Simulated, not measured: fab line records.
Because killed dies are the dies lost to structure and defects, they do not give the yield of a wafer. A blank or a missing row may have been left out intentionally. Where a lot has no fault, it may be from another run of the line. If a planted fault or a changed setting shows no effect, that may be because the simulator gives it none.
Matching of chambers | flow n5 finfet | rie si-06 running N5_DUMMY_GATE_ETCH_23: 4 sister chambers
The step etches poly-Si in HBr/Cl2/O2, target depth 41 nm, time 22.3 s. 8 wafers are shown with their chamber, then 8 later ones without.

EACH WAFER AND ITS CHAMBER
wafer  | chamber | drypump motor current A (A) | he backside leak sccm (sccm)
L081.1 | 1       | 6.1                         | 2.9
L081.4 | 0       | 5.2                         | 2.7
L088.1 | 0       | 5.2                         | 2.8
L088.5 | 1       | 6.2                         | 2.9
L091.2 | 2       | 6.2                         | 2.3
L091.3 | 3       | 6.3                         | 2.6
L091.5 | 2       | 6.2                         | 2.4
L092.1 | 3       | 6.3                         | 2.9

WAFERS WITH NO CHAMBER GIVEN
wafer  | drypump motor current A (A) | he backside leak sccm (sccm)
L092.2 | 5.3                         | 2.7
L092.5 | 5.2                         | 2.8
L094.2 | 6.3                         | 2.7
L094.3 | 6.1                         | 2.2
L094.6 | 6.3                         | 2.7
L095.2 | 6.1                         | 2.5
L095.5 | 6.1                         | 2.3
L095.6 | 6.3                         | 2.8

CHAMBER TAKEN BY EACH
wafer  | from the rows above     | in truth
L092.2 | 0                       | 0
L092.5 | 0                       | 0
L094.2 | 3                       | 3
L094.3 | 2                       | 2
L094.6 | 3                       | 3
L095.2 | can't be placed: 2 or 1 | 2
L095.5 | 2                       | 2
L095.6 | 3                       | 3
Placed correctly: 7 of 8. Not placeable from these rows: 1 (in 1, the candidates include the true chamber). Number placed wrongly: 0.
How it was worked out, from the rows above alone: a wafer's distance from a chamber is the root of the sum, over the readings, of the square of ((its reading less the chamber's mean) divided by the reading's scatter). The wafer belongs to the nearest chamber; if the next one is less than 2 further off, it can't be placed. Each chamber's mean is taken over the wafers shown for it. The scatter: take each reading less its chamber's mean, square it, sum over the shown wafers, divide by the number of wafers less the number of chambers, and take the root.
